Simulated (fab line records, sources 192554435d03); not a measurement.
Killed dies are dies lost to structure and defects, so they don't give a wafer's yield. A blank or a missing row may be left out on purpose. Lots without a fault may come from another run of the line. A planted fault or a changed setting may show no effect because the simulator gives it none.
fab line records | flow n5_finfet
record lots=24 wafers=72 last_day=18
route steps=1938 shown BEOL_M4@1093 BEOL_M5@1131
lots that met no fault: from a run of the same line without faults
start_h: hours from the record's first day to the start of the lot's first wafer shown | wait_h: hours since the lot's step before | " the same as in the row above | L1.1+2: a row that stands for several wafers | - no value, or no start given | * or withheld: withheld | < > ~ a bound
route shown NAME@n: a module of which the file shows steps, and the number in the route of the first | usual: mean/standard deviation of fault-free wafers | same: alike in all rows | chamber/n: place in a boat | sites: the reading at each site | _std_site: their standard deviation | _edge_site: outer sites' mean less inner sites' | radius_mm: how far each site lies from the wafer's centre | mask NAME#n: copy n | behind: the tool/chamber that last shaped the wafer | hold: why the lot was held/for how many hours/how that ended | device: the transistor (n, p or np) that didn't switch | end of line: the same wafers' tests at the end of the route | a step without rows: its recipe alone | killed: dies lost to structure and defects at the first sort, not the wafer's yield | map: a wafer's dies, x killed, . not, _ none there
set.NAME: the setting as run; set.NAME@STEP: as run at that earlier step | model.NAME: the simulator's own value behind a step, which no gauge read
steps of the route over a sample of lots; a table a step, a row a wafer
services: from which hour (start_h, from the record's first day; less than 0 if before it) a tool's chamber was out of use, for how many hours, and why
## steps
# step N5_BEOL_M4_ANNEAL_89
# recipe temp_c=400 time_s=240 ambient=vacuum
# usual heater_power_w=869/150
# columns lot.wafer tool chamber start_h wait_h heater_power_w
L074.1 pvd_sputter-03 - 167.22 0.0 755
L074.2 " - " " 1193
L074.3 " - " " 686
L077.3 pvd_sputter-01 - 179.97 0.0 820
L077.4 " - " " 723
L077.6 " - " " 827
L076.3 pvd_sputter-03 - 183.84 0.0 683
L076.4 " - " " 856
L076.6 " - " " 701
L075.3 pvd_sputter-03 - 190.08 0.0 1186
L075.4 " - " " 757
L075.6 " - " " 826
L078.2 pvd_sputter-02 - 193.49 0.0 691
L078.4 " - " " 1047
L078.5 " - " " 1019
L080.1 pvd_sputter-01 - 194.94 0.0 744
L080.4 " - " " 810
L080.6 " - " " 862
L079.3 pvd_sputter-02 - 195.37 0.0 1023
L079.4 " - " " 923
L079.6 " - " " 1028
L081.1 pvd_sputter-01 - 198.26 0.0 864
L081.2 " - " " 826
L081.5 " - " " 737
L082.1 pvd_sputter-01 - 210.34 0.0 797
L082.4 " - " " 832
L082.5 " - " " 829
L083.1 pvd_sputter-02 - 220.02 0.0 1032
L083.2 " - " " 900
L083.5 " - " " 935
L085.2 pvd_sputter-02 - 229.85 0.0 913
L085.4 " - " " 681
L085.6 " - " " 1022
L086.1 pvd_sputter-03 - 238.97 0.0 763
L086.2 " - " " 1185
L086.4 " - " " 827
L084.1 pvd_sputter-03 - 246.61 0.0 837
L084.5 " - " " 1168
L084.6 " - " " 854
L087.1 pvd_sputter-02 - 247.76 0.0 1028
L087.2 " - " " 1024
L087.6 " - " " 907
L088.2 pvd_sputter-01 - 247.76 0.0 714
L088.5 " - " " 819
L088.6 " - " " 816
L090.2 pvd_sputter-01 - 250.87 0.0 803
L090.3 " - " " 830
L090.4 " - " " 811
L089.3 pvd_sputter-03 - 255.17 0.0 778
L089.4 " - " " 1174
L089.5 " - " " 686
L091.1 pvd_sputter-01 - 269.03 0.0 846
L091.3 " - " " 814
L091.4 " - " " 806
L092.2 pvd_sputter-02 - 277.18 0.0 1044
L092.5 " - " " 906
L092.6 " - " " 985
L093.1 pvd_sputter-03 - 284.03 0.0 845
L093.2 " - " " 696
L093.3 " - " " 776
L094.4 pvd_sputter-02 - 287.08 0.0 914
L094.5 " - " " 1035
L094.6 " - " " 1017
L095.2 pvd_sputter-03 - 290.93 0.0 829
L095.4 " - " " 769
L095.5 " - " " 777
L096.1 pvd_sputter-02 - 293.30 0.0 1030
L096.2 " - " " 694
L096.4 " - " " 938
L097.4 pvd_sputter-03 - 309.91 0.0 1216
L097.5 " - " " 772
L097.6 " - " " 676
# step N5_BEOL_M5_ETCH_61
# recipe chemistry=CF4 target=SiARC target_depth_a=156 mask_material=CAR-EUV time_s=26 ion_energy_ev=80 pressure_mtorr=40 source_w=545 bias_w=36 Ar_flow_sccm=100 cf4_flow_sccm=100 ends=cleared
# usual drypump_motor_current_A=5.7/0.39 etch_rf_on_time_s=26.0/0.51 oes_product_au=0.66/0.065 rf_vpp_V=184.1/1.2 showerhead_plenum_p_Torr=2.14/0.07 throttle_valve_pct=15.57/0.27
# columns lot.wafer tool chamber start_h wait_h drypump_motor_current_A etch_rf_on_time_s oes_product_au rf_hours_counter_h rf_vpp_V showerhead_plenum_p_Torr throttle_valve_pct
L074.1 rie_diel-06 2 173.69 0.0 5.2 26.1 0.61 205 184.0 2.14 15.98
L074.2 " 0 " " 5.8 26.0 0.77 36 183.8 2.09 15.56
L074.3 " 1 " " 5.9 25.9 0.74 40 185.0 2.17 15.08
L077.3 rie_diel-06 2 185.19 0.0 5.2 26.3 0.60 208 184.0 2.14 16.01
L077.4 " 0 " " 5.8 26.3 0.76 39 183.0 2.09 15.56
L077.6 " 2 " " 5.2 26.1 0.61 - 183.2 2.14 16.00
L076.3 rie_diel-01 0 188.79 0.0 5.2 26.1 0.61 177 186.3 2.21 15.68
L076.4 " 3 " " 6.2 25.8 0.75 50 183.2 2.10 15.39
L076.6 " 2 " " 6.1 25.1 0.61 - 183.5 2.04 15.77
L075.3 rie_diel-06 2 194.41 0.0 5.2 26.4 0.59 212 184.1 2.14 16.01
L075.4 " 3 " " 5.3 25.7 0.72 - 187.0 2.27 15.65
L075.6 " 1 " " 5.9 25.9 0.74 - 185.7 2.17 15.09
L078.2 rie_diel-01 0 197.62 0.0 5.2 26.1 0.61 179 185.5 2.21 15.68
L078.4 " 2 " " 6.1 25.3 0.60 223 182.4 2.03 15.78
L078.5 " 3 " " 6.2 26.1 0.75 - 181.9 2.10 15.38
L080.1 rie_diel-03 1 200.50 0.0 6.0 26.8 0.67 90 186.5 2.25 15.23
L080.4 " 2 " " 5.2 26.0 0.64 - 183.2 2.05 15.28
L080.6 " 3 " " 5.9 25.6 0.59 - 185.2 2.20 16.03
L079.3 rie_diel-03 2 201.14 0.0 5.2 26.0 0.63 171 183.1 2.05 15.26
L079.4 " 2 " " 5.2 26.1 0.63 - 182.1 2.05 15.28
L079.6 " 3 " " 5.9 25.5 0.59 - 185.6 2.20 16.04
L081.1 rie_diel-01 1 203.82 0.0 5.8 26.0 0.62 201 186.0 2.13 15.57
L081.2 " 3 " " 6.2 26.4 0.75 55 184.5 2.10 15.39
L081.5 " 0 " " 5.2 27.0 0.61 - 185.3 2.21 15.68
L082.1 rie_diel-06 3 214.54 0.0 5.3 26.0 0.71 73 184.7 2.27 15.67
L082.4 " 3 " " 5.3 25.8 0.71 - 186.5 2.26 15.67
L082.5 " 2 " " 5.2 26.0 0.60 - 184.2 2.14 16.02
L083.1 rie_diel-01 2 224.61 0.0 6.2 25.5 0.60 231 183.0 2.03 15.80
L083.2 " 3 " " 6.2 26.2 0.74 59 183.9 2.10 15.41
L083.5 " 2 " " 6.1 25.5 0.60 - 181.4 2.03 15.81
L085.2 rie_diel-01 0 235.00 0.0 5.2 26.4 0.60 191 185.9 2.20 15.69
L085.4 " 1 " " 5.9 25.6 0.61 211 184.7 2.13 15.58
L085.6 " 0 " " 5.2 26.7 0.60 - 185.0 2.20 15.71
L086.1 rie_diel-01 0 245.07 0.0 5.2 26.3 0.60 193 183.9 2.20 15.68
L086.2 " 1 " " 5.8 25.2 0.61 214 184.8 2.13 15.59
L086.4 " 3 " " 6.2 26.3 0.73 66 184.7 2.09 15.40
L084.1 rie_diel-06 0 252.51 0.0 5.8 25.7 0.75 60 182.5 2.08 15.62
L084.5 " 2 " " 5.2 26.0 0.59 - 184.3 2.13 16.03
L084.6 " 1 " " 5.9 25.5 0.72 - 185.2 2.16 15.13
L087.1 rie_diel-01 3 252.72 0.0 6.2 26.5 0.72 69 182.2 2.09 15.42
L087.2 " 2 " " 6.1 24.9 0.60 241 182.8 2.03 15.83
L087.6 " 3 " " 6.2 26.3 0.73 - 182.1 2.09 15.41
L088.2 rie_diel-06 3 252.95 0.0 5.3 25.7 0.71 86 184.7 2.26 15.68
L088.5 " 1 " " 5.9 25.7 0.73 - 184.6 2.16 15.12
L088.6 " 0 " " 5.8 26.3 0.74 - 184.1 2.08 15.62
L090.2 rie_diel-01 3 256.25 0.0 6.2 26.8 0.72 70 184.5 2.09 15.42
L090.3 " 0 " " 5.2 26.7 0.60 198 185.1 2.20 15.72
L090.4 " 1 " " 5.8 26.0 0.60 218 184.1 2.13 15.61
L089.3 rie_diel-03 3 262.32 0.0 5.9 25.1 0.82 4 183.2 2.19 15.57
L089.4 " 1 " " 6.0 26.8 0.65 107 184.4 2.25 15.25
L089.5 " 1 " " 6.0 26.6 0.66 - 184.2 2.25 15.27
L091.1 rie_diel-06 2 274.38 0.0 5.2 26.0 0.59 238 183.3 2.13 16.07
L091.3 " 3 " " 5.3 25.5 0.71 92 185.0 2.26 15.70
L091.4 " 1 " " 5.9 25.8 0.72 67 183.4 2.16 15.13
L092.2 rie_diel-03 1 282.86 0.0 6.0 26.7 0.65 115 186.3 2.24 15.27
L092.5 " 2 " " 5.2 26.1 0.61 - 183.2 2.04 15.33
L092.6 " 1 " " 6.0 26.7 0.65 - 185.5 2.24 15.28
L093.1 rie_diel-01 3 289.71 0.0 6.2 26.6 0.72 78 183.9 2.09 15.43
L093.2 " 0 " " 5.2 26.5 0.60 209 185.4 2.20 15.72
L093.3 " 3 " " 6.3 26.6 0.71 - 182.5 2.09 15.43
L094.4 rie_diel-01 3 292.25 0.0 6.2 26.4 0.72 - 182.9 2.09 15.43
L094.5 " 0 " " 5.2 26.9 0.59 - 185.0 2.20 15.74
L094.6 " 1 " " 5.8 25.8 0.60 - 183.1 2.13 15.62
L095.2 rie_diel-01 1 296.09 0.0 5.8 25.4 0.60 226 183.4 2.12 15.62
L095.4 " 0 " " 5.2 26.9 0.59 - 184.8 2.20 15.75
L095.5 " 1 " " 5.8 25.8 0.60 - 184.0 2.12 15.61
L096.1 rie_diel-06 2 299.38 0.0 5.2 25.9 0.59 249 183.8 2.13 16.07
L096.2 " 1 " " 5.9 25.6 0.71 77 182.9 2.16 15.15
L096.4 " 3 " " 5.3 25.7 0.69 102 186.6 2.25 15.71
L097.4 rie_diel-03 3 315.28 0.0 5.9 25.4 0.78 19 185.2 2.19 15.61
L097.5 " 2 " " 5.2 26.6 0.61 - 181.5 2.04 15.35
L097.6 " 3 " " 5.9 25.3 0.79 - 184.2 2.19 15.59
# step N5_BEOL_M5_ETCH_75
# recipe chemistry=N2/H2 target=underlayer target_depth_a=65 mask_material=CAR-EUV time_s=5.2 ion_energy_ev=200 pressure_mtorr=30 source_w=840 bias_w=150 n2_flow_sccm=200 h2_flow_sccm=200 ends=cleared
# usual drypump_motor_current_A=5.7/0.39 etch_rf_on_time_s=5.21/0.11 oes_product_au=0.66/0.068 rf_vpp_V=524.3/3 showerhead_plenum_p_Torr=2.56/0.098 throttle_valve_pct=17.8/0.33
# columns lot.wafer tool chamber start_h wait_h drypump_motor_current_A etch_rf_on_time_s oes_product_au rf_hours_counter_h rf_vpp_V showerhead_plenum_p_Torr throttle_valve_pct
L074.1 rie_diel-06 3 176.48 0.0 5.3 5.06 0.73 61 526.3 2.67 17.8
L074.2 " 2 " " 5.2 5.23 0.60 206 521.2 2.53 18.2
L074.3 " 1 " " 5.9 5.15 0.75 41 523.7 2.58 17.3
L077.3 rie_diel-01 1 186.66 0.0 5.9 5.05 0.61 195 524.2 2.52 17.7
L077.4 " 3 " " 6.3 5.13 0.76 49 521.3 2.48 17.5
L077.6 " 0 " " 5.2 5.33 0.60 - 525.9 2.64 18.0
L076.3 rie_diel-03 3 189.93 0.0 5.8 5.15 0.59 242 527.6 2.64 18.6
L076.4 " 0 " " 5.2 5.22 0.70 68 526.8 2.70 17.6
L076.6 " 2 " " 5.2 5.23 0.64 - 519.5 2.45 17.5
L075.3 rie_diel-03 3 195.61 0.0 5.9 5.07 0.59 243 524.9 2.64 18.6
L075.4 " 3 " " 5.8 5.10 0.59 - 525.7 2.64 18.6
L075.6 " 1 " " 6.0 5.36 0.67 - 529.7 2.68 17.4
L078.2 rie_diel-01 0 200.13 0.0 5.2 5.34 0.61 180 526.8 2.64 18.0
L078.4 " 3 " " 6.2 5.19 0.75 54 523.0 2.48 17.5
L078.5 " 2 " " 6.2 5.12 0.60 - 522.3 2.40 17.9
L080.1 rie_diel-01 0 202.23 0.0 5.2 5.35 0.61 181 527.3 2.64 18.0
L080.4 " 2 " " 6.1 5.18 0.60 225 520.0 2.40 18.0
L080.6 " 1 " " 5.8 5.15 0.61 - 522.7 2.52 17.7
L079.3 rie_diel-03 3 202.40 0.0 5.8 5.06 0.59 245 525.8 2.64 18.6
L079.4 " 1 " " 6.0 5.34 0.67 91 526.6 2.68 17.4
L079.6 " 3 " " 5.9 5.06 0.59 - 524.9 2.64 18.6
L081.1 rie_diel-06 3 207.60 0.0 5.3 5.09 0.71 71 528.1 2.67 17.8
L081.2 " 2 " " 5.2 5.31 0.60 216 522.1 2.52 18.2
L081.5 " 2 " " 5.2 5.28 0.61 - 520.6 2.52 18.2
L082.1 rie_diel-03 1 215.87 0.0 6.0 5.44 0.67 94 524.6 2.68 17.4
L082.4 " 0 " " 5.2 5.21 0.70 72 528.3 2.69 17.6
L082.5 " 1 " " 6.0 5.40 0.67 - 527.8 2.68 17.4
L083.1 rie_diel-03 0 225.84 0.0 5.2 5.21 0.69 72 529.2 2.69 17.6
L083.2 " 1 " " 6.0 5.41 0.66 94 530.0 2.68 17.4
L083.5 " 3 " " 5.9 5.17 0.59 - 525.1 2.64 18.6
L085.2 rie_diel-01 2 235.90 0.0 6.1 4.99 0.60 235 521.1 2.40 18.0
L085.4 " 1 " " 5.9 5.04 0.61 212 523.6 2.51 17.7
L085.6 " 1 " " 5.8 5.09 0.60 - 523.7 2.51 17.7
L086.1 rie_diel-01 3 246.06 0.0 6.2 5.23 0.73 66 521.9 2.47 17.5
L086.2 " 2 " " 6.1 5.13 0.59 239 519.2 2.40 18.0
L086.4 " 0 " " 5.2 5.32 0.60 194 523.1 2.64 18.0
L088.2 rie_diel-03 2 254.69 0.0 5.2 5.39 0.62 186 520.3 2.44 17.6
L088.5 " 2 " " 5.2 5.35 0.63 - 522.1 2.44 17.6
L088.6 " 3 " " 5.9 5.08 0.83 - 526.4 2.64 18.2
L084.1 rie_diel-01 0 254.70 0.0 5.2 5.30 0.60 197 528.1 2.64 18.1
L084.5 " 3 " " 6.3 5.31 0.72 - 520.0 2.47 17.5
L084.6 " 0 " " 5.2 5.37 0.60 - 526.5 2.64 18.1
L087.1 rie_diel-06 3 255.58 0.0 5.3 5.21 0.70 87 526.6 2.66 17.8
L087.2 " 1 " " 5.9 5.11 0.72 62 526.2 2.57 17.3
L087.6 " 1 " " 5.9 5.12 0.72 - 525.1 2.57 17.3
L090.2 rie_diel-01 2 261.05 0.0 6.1 5.09 0.58 244 520.8 2.39 18.0
L090.3 " 3 " " 6.3 5.26 0.72 72 521.9 2.47 17.6
L090.4 " 1 " " 5.8 5.12 0.60 220 523.2 2.51 17.7
L089.3 rie_diel-06 2 264.43 0.0 5.2 5.19 0.59 235 525.4 2.51 18.2
L089.4 " 3 " " 5.3 5.10 0.70 - 530.8 2.66 17.8
L089.5 " 1 " " 5.9 5.11 0.72 - 525.3 2.57 17.3
L091.1 rie_diel-01 2 276.22 0.0 6.1 5.07 0.59 248 518.6 2.39 18.0
L091.3 " 0 " " 5.2 5.33 0.60 204 524.5 2.63 18.1
L091.4 " 3 " " 6.2 5.20 0.73 - 523.2 2.47 17.6
L092.2 rie_diel-06 2 284.72 0.0 5.2 5.22 0.59 242 522.0 2.51 18.2
L092.5 " 0 " " 5.8 5.27 0.73 - 522.2 2.46 17.7
L092.6 " 3 " " 5.3 5.11 0.69 - 527.7 2.66 17.8
L093.1 rie_diel-01 1 290.94 0.0 5.9 5.20 0.59 223 523.7 2.51 17.7
L093.2 " 0 " " 5.2 5.46 0.58 210 528.7 2.63 18.1
L093.3 " 3 " " 6.2 5.28 0.72 79 520.9 2.46 17.6
L094.4 rie_diel-03 2 293.55 0.0 5.2 5.28 0.61 198 522.5 2.44 17.6
L094.5 " 0 " " 5.2 5.25 0.67 - 527.8 2.68 17.6
L094.6 " 3 " " 5.9 5.07 0.79 - 524.9 2.63 18.2
L095.2 rie_diel-01 1 298.54 0.0 5.9 5.07 0.60 227 521.7 2.51 17.7
L095.4 " 3 " " 6.3 5.22 0.71 - 519.4 2.46 17.5
L095.5 " 1 " " 5.8 5.06 0.60 - 522.7 2.51 17.7
L096.1 rie_diel-03 1 300.51 0.0 6.0 5.37 0.63 119 526.8 2.67 17.4
L096.2 " 3 " " 5.9 5.01 0.79 16 525.4 2.63 18.2
L096.4 " 0 " " 5.2 5.20 0.66 97 529.3 2.68 17.6
L097.4 rie_diel-01 2 316.29 0.0 6.1 4.95 0.87 1 528.2 2.71 17.6
L097.5 " 3 " " 6.3 5.27 0.71 - 523.1 2.46 17.6
L097.6 " 2 " " 6.1 5.03 0.85 - 529.2 2.71 17.6
# step N5_BEOL_M5_ETCH_68
# recipe chemistry=N2/H2 target=SOC target_depth_a=800 overetch_a=160 mask_material=SiARC temp_c=40 time_s=120 ion_energy_ev=200 pressure_mtorr=30 source_w=840 bias_w=150 n2_flow_sccm=200 h2_flow_sccm=200
# usual drypump_motor_current_A=5.7/0.39 oes_product_au=0.59/0.06 rf_vpp_V=524.2/2.8 showerhead_plenum_p_Torr=2.56/0.098 throttle_valve_pct=17.8/0.33
# columns lot.wafer tool chamber start_h wait_h drypump_motor_current_A oes_product_au rf_hours_counter_h rf_vpp_V showerhead_plenum_p_Torr throttle_valve_pct
L074.1 rie_diel-06 3 176.53 0.0 5.3 0.65 61 527.5 2.67 17.7
L074.2 " 2 " " 5.2 0.54 206 525.5 2.53 18.2
L074.3 " 1 " " 5.9 0.66 41 524.2 2.58 17.2
L077.3 rie_diel-01 1 186.71 0.0 5.8 0.55 195 522.1 2.52 17.6
L077.4 " 3 " " 6.2 0.68 49 521.9 2.48 17.5
L077.6 " 0 " " 5.2 0.55 - 525.1 2.64 18.0
L076.3 rie_diel-03 3 189.97 0.0 5.9 0.53 242 525.3 2.64 18.6
L076.4 " 0 " " 5.3 0.63 69 528.6 2.70 17.5
L076.6 " 2 " " 5.2 0.58 - 522.0 2.45 17.5
L075.3 rie_diel-03 3 195.66 0.0 5.9 0.53 243 526.0 2.64 18.6
L075.4 " 3 " " 5.9 0.53 - 526.4 2.64 18.5
L075.6 " 1 " " 6.0 0.61 - 527.1 2.68 17.4
L078.2 rie_diel-01 0 200.17 0.0 5.2 0.56 180 525.5 2.64 18.0
L078.4 " 3 " " 6.2 0.67 54 521.4 2.48 17.5
L078.5 " 2 " " 6.2 0.53 - 520.1 2.40 17.9
L080.1 rie_diel-01 0 202.28 0.0 5.2 0.55 181 526.7 2.64 18.0
L080.4 " 2 " " 6.1 0.54 225 521.2 2.40 17.9
L080.6 " 1 " " 5.8 0.55 - 524.6 2.52 17.6
L079.3 rie_diel-03 3 202.44 0.0 5.9 0.52 245 526.8 2.64 18.6
L079.4 " 1 " " 6.0 0.61 91 528.1 2.68 17.3
L079.6 " 3 " " 5.9 0.52 - 525.4 2.64 18.6
L081.1 rie_diel-06 3 207.64 0.0 5.3 0.65 71 527.4 2.67 17.8
L081.2 " 2 " " 5.2 0.54 216 522.4 2.52 18.2
L081.5 " 2 " " 5.2 0.54 - 522.8 2.52 18.2
L082.1 rie_diel-03 1 215.92 0.0 6.0 0.61 94 527.7 2.68 17.4
L082.4 " 0 " " 5.2 0.63 72 528.0 2.69 17.5
L082.5 " 1 " " 6.0 0.62 - 527.3 2.68 17.3
L083.1 rie_diel-03 0 225.88 0.0 5.3 0.63 72 528.1 2.69 17.5
L083.2 " 1 " " 6.0 0.61 94 527.6 2.68 17.4
L083.5 " 3 " " 5.8 0.53 - 525.4 2.64 18.6
L085.2 rie_diel-01 2 235.95 0.0 6.1 0.52 235 521.0 2.40 17.9
L085.4 " 1 " " 5.9 0.54 212 524.1 2.51 17.6
L085.6 " 1 " " 5.9 0.54 - 522.3 2.51 17.7
L086.1 rie_diel-01 3 246.10 0.0 6.2 0.66 67 521.6 2.47 17.5
L086.2 " 2 " " 6.1 0.53 239 519.9 2.40 17.9
L086.4 " 0 " " 5.2 0.54 194 525.7 2.64 18.0
L088.2 rie_diel-03 2 254.73 0.0 5.2 0.56 186 519.1 2.44 17.5
L088.5 " 2 " " 5.2 0.57 - 520.5 2.44 17.5
L088.6 " 3 " " 5.8 0.73 - 525.3 2.63 18.1
L084.1 rie_diel-01 0 254.74 0.0 5.2 0.55 197 525.1 2.64 18.0
L084.5 " 3 " " 6.2 0.66 - 521.9 2.47 17.5
L084.6 " 0 " " 5.2 0.54 - 525.0 2.64 18.0
L087.1 rie_diel-06 3 255.63 0.0 5.3 0.63 87 528.8 2.66 17.8
L087.2 " 1 " " 5.9 0.64 62 524.6 2.57 17.3
L087.6 " 1 " " 5.9 0.65 - 525.1 2.57 17.3
L090.2 rie_diel-01 2 261.09 0.0 6.1 0.52 244 519.0 2.39 17.9
L090.3 " 3 " " 6.2 0.65 72 521.6 2.47 17.5
L090.4 " 1 " " 5.8 0.53 220 523.1 2.51 17.7
L089.3 rie_diel-06 2 264.47 0.0 5.2 0.54 235 523.7 2.51 18.2
L089.4 " 3 " " 5.3 0.62 - 527.7 2.66 17.8
L089.5 " 1 " " 5.9 0.64 - 525.0 2.57 17.3
L091.1 rie_diel-01 2 276.26 0.0 6.1 0.52 248 520.1 2.39 17.9
L091.3 " 0 " " 5.2 0.54 204 526.1 2.63 18.0
L091.4 " 3 " " 6.3 0.64 - 521.7 2.47 17.5
L092.2 rie_diel-06 2 284.77 0.0 5.2 0.53 242 522.7 2.51 18.2
L092.5 " 0 " " 5.8 0.66 - 522.3 2.46 17.7
L092.6 " 3 " " 5.3 0.62 - 527.5 2.66 17.8
L093.1 rie_diel-01 1 290.99 0.0 5.8 0.54 223 523.5 2.51 17.7
L093.2 " 0 " " 5.2 0.53 210 525.7 2.63 18.0
L093.3 " 3 " " 6.3 0.65 79 523.5 2.47 17.5
L094.4 rie_diel-03 2 293.60 0.0 5.2 0.56 198 520.9 2.44 17.6
L094.5 " 0 " " 5.3 0.61 - 526.9 2.68 17.5
L094.6 " 3 " " 5.8 0.71 - 526.2 2.63 18.2
L095.2 rie_diel-01 1 298.59 0.0 5.8 0.53 227 522.2 2.51 17.7
L095.4 " 3 " " 6.2 0.65 - 520.3 2.46 17.5
L095.5 " 1 " " 5.9 0.53 - 522.9 2.51 17.7
L096.1 rie_diel-03 1 300.55 0.0 6.0 0.60 119 526.4 2.67 17.4
L096.2 " 3 " " 5.9 0.70 16 525.5 2.63 18.2
L096.4 " 0 " " 5.3 0.60 97 529.0 2.68 17.6
L097.4 rie_diel-01 2 316.33 0.0 6.1 0.76 1 530.4 2.71 17.5
L097.5 " 3 " " 6.3 0.64 - 521.2 2.46 17.5
L097.6 " 2 " " 6.1 0.76 - 529.6 2.71 17.5
# step N5_BEOL_M5_SURFACE_TREAT_87
# recipe gas=Ar time_s=* ion_energy_ev=* ion_current_ma_cm2=0.5 pressure_mtorr=* ar_flow_sccm=30
# usual throttle_valve_pct=*
# columns lot.wafer tool chamber start_h wait_h throttle_valve_pct
L074.1 pvd_sputter-03 - 177.97 0.2 *
L074.2 " - " " *
L074.3 " - " " *
L077.3 pvd_sputter-02 - 187.97 0.1 *
L077.4 " - " " *
L077.6 " - " " *
L076.3 pvd_sputter-03 - 191.46 0.2 *
L076.4 " - " " *
L076.6 " - " " *
L075.3 pvd_sputter-02 - 196.91 0.1 *
L075.4 " - " " *
L075.6 " - " " *
L078.2 pvd_sputter-02 - 201.78 0.2 *
L078.4 " - " " *
L078.5 " - " " *
L080.1 pvd_sputter-01 - 204.32 0.3 *
L080.4 " - " " *
L080.6 " - " " *
L079.3 pvd_sputter-01 - 204.46 0.3 *
L079.4 " - " " *
L079.6 " - " " *
L081.1 pvd_sputter-02 - 209.09 0.2 *
L081.2 " - " " *
L081.5 " - " " *
L082.1 pvd_sputter-03 - 217.10 0.1 *
L082.4 " - " " *
L082.5 " - " " *
L083.1 pvd_sputter-01 - 227.51 0.1 *
L083.2 " - " " *
L083.5 " - " " *
L085.2 pvd_sputter-01 - 237.23 0.2 *
L085.4 " - " " *
L085.6 " - " " *
L086.1 pvd_sputter-03 - 248.01 0.2 *
L086.2 " - " " *
L086.4 " - " " *
L088.2 pvd_sputter-01 - 256.57 0.2 *
L088.5 " - " " *
L088.6 " - " " *
L084.1 pvd_sputter-03 - 256.69 0.2 *
L084.5 " - " " *
L084.6 " - " " *
L087.1 pvd_sputter-03 - 257.13 0.3 *
L087.2 " - " " *
L087.6 " - " " *
L090.2 pvd_sputter-03 - 262.39 0.1 *
L090.3 " - " " *
L090.4 " - " " *
L089.3 pvd_sputter-02 - 266.23 0.3 *
L089.4 " - " " *
L089.5 " - " " *
L091.1 pvd_sputter-03 - 277.62 0.2 *
L091.3 " - " " *
L091.4 " - " " *
L092.2 pvd_sputter-01 - 286.00 0.1 *
L092.5 " - " " *
L092.6 " - " " *
L093.1 pvd_sputter-02 - 292.30 0.2 *
L093.2 " - " " *
L093.3 " - " " *
L094.4 pvd_sputter-02 - 295.10 0.2 *
L094.5 " - " " *
L094.6 " - " " *
L095.2 pvd_sputter-01 - 300.28 0.2 *
L095.4 " - " " *
L095.5 " - " " *
L096.1 pvd_sputter-03 - 303.00 0.2 *
L096.2 " - " " *
L096.4 " - " " *
L097.4 pvd_sputter-02 - 318.57 0.1 *
L097.5 " - " " *
L097.6 " - " " *
# step N5_BEOL_M5_PRE_CLEAN_77
# recipe gas=NH3/H2 time_s=15 temp_c=* rf_power_w=300
# usual heater_power_outer_w=17/12 heater_power_w=83/25
# columns lot.wafer tool chamber start_h wait_h heater_power_outer_w heater_power_w since_wet_clean_h
L074.1 cvd_co-02 0 183.77 0.0 22 101 725
L074.2 " 1 " " 20 79 1162
L074.3 " 2 " " 5 69 260
L077.3 cvd_co-02 0 193.46 0.0 22 101 735
L077.4 " 2 " " 5 69 -
L077.6 " 1 " " 20 77 -
L076.3 cvd_co-01 2 197.35 0.1 3 57 498
L076.4 " 0 " " 41 135 -
L076.6 " 1 " " 13 61 -
L075.3 cvd_co-02 0 204.26 0.0 23 100 746
L075.4 " 0 " " 22 101 -
L075.6 " 1 " " 20 78 -
L078.2 cvd_co-01 1 207.26 0.0 13 60 71
L078.4 " 0 " " 41 133 -
L078.5 " 1 " " 13 60 -
L080.1 cvd_co-01 1 209.88 0.0 13 61 73
L080.4 " 0 " " 41 136 -
L080.6 " 1 " " 13 60 -
L079.3 cvd_co-02 1 210.42 0.0 20 78 1189
L079.4 " 1 " " 20 77 -
L079.6 " 0 " " 22 100 -
L081.1 cvd_co-02 1 214.63 0.0 20 79 1193
L081.2 " 0 " " 22 103 756
L081.5 " 2 " " 5 69 -
L082.1 cvd_co-02 1 222.66 0.0 20 79 1201
L082.4 " 1 " " 19 75 -
L082.5 " 0 " " 23 102 -
L083.1 cvd_co-02 1 233.12 0.0 20 79 1212
L083.2 " 2 " " 5 71 310
L083.5 " 0 " " 22 99 -
L085.2 cvd_co-01 1 242.63 0.0 13 61 106
L085.4 " 2 " " 3 58 -
L085.6 " 0 " " 42 136 -
L086.1 cvd_co-02 1 253.82 0.0 20 77 1232
L086.2 " 0 " " 23 102 795
L086.4 " 1 " " 20 76 -
L084.1 cvd_co-01 1 262.10 0.0 13 61 125
L084.5 " 2 " " 3 58 -
L084.6 " 0 " " 42 133 -
L088.2 cvd_co-02 1 262.55 0.0 20 79 1241
L088.5 " 0 " " 23 102 -
L088.6 " 2 " " 5 72 -
L087.1 cvd_co-02 2 262.94 0.0 5 68 339
L087.2 " 1 " " 19 79 1242
L087.6 " 0 " " 23 101 -
L090.2 cvd_co-02 0 267.89 0.0 22 100 809
L090.3 " 2 " " 5 70 344
L090.4 " 0 " " 22 103 -
L089.3 cvd_co-01 2 271.69 0.0 3 57 572
L089.4 " 2 " " 3 59 -
L089.5 " 0 " " 42 136 -
L091.1 cvd_co-02 1 283.10 0.0 20 78 1262
L091.3 " 2 " " 5 71 360
L091.4 " 1 " " 19 77 -
L092.2 cvd_co-01 1 291.45 0.0 13 60 155
L092.5 " 2 " " 3 59 -
L092.6 " 1 " " 14 62 -
L093.1 cvd_co-02 2 298.46 0.0 5 71 375
L093.2 " 0 " " 22 99 840
L093.3 " 1 " " 20 78 1277
L094.4 cvd_co-02 2 300.67 0.1 5 68 -
L094.5 " 0 " " 22 102 -
L094.6 " 1 " " 20 79 -
L095.2 cvd_co-01 1 305.76 0.0 13 63 169
L095.4 " 1 " " 14 62 -
L095.5 " 0 " " 42 134 -
L096.1 cvd_co-01 2 308.45 0.0 4 59 609
L096.2 " 0 " " 42 135 1068
L096.4 " 1 " " 14 59 -
L097.4 cvd_co-01 2 324.41 0.1 4 61 -
L097.5 " 0 " " 42 135 -
L097.6 " 1 " " 14 61 -
## services
# columns tool chamber start_h hours kind
pvd_sputter-03 - 150.18 7.7 repair
rie_diel-06 0 191.26 3.2 repair
rie_diel-03 0 195.40 6.6 repair
rie_diel-06 1 206.40 12.2 repair
rie_diel-06 - 215.37 0.3 repair
rie_diel-03 3 218.34 1.6 repair
rie_diel-03 - 218.39 7.2 repair
rie_diel-03 3 231.56 - clean
rie_diel-03 3 231.56 - consumable_replace:focus_ring
rie_diel-03 3 231.56 15.0 scheduled_down
rie_diel-03 3 231.56 15.0 vent_cycle
rie_diel-06 3 248.87 4.0 repair
rie_diel-01 1 271.31 18.5 repair
rie_diel-01 2 282.41 8.8 repair
rie_diel-01 2 291.30 - clean
rie_diel-01 2 291.30 - consumable_replace:focus_ring
rie_diel-01 2 291.30 - consumable_replace:showerhead
rie_diel-01 2 291.30 21.6 scheduled_down
rie_diel-01 2 291.30 21.6 vent_cycle
rie_diel-06 2 303.58 - clean
rie_diel-06 2 303.58 - consumable_replace:focus_ring
rie_diel-06 2 303.58 16.4 scheduled_down
rie_diel-06 2 303.58 16.4 vent_cycle
## key
fault none
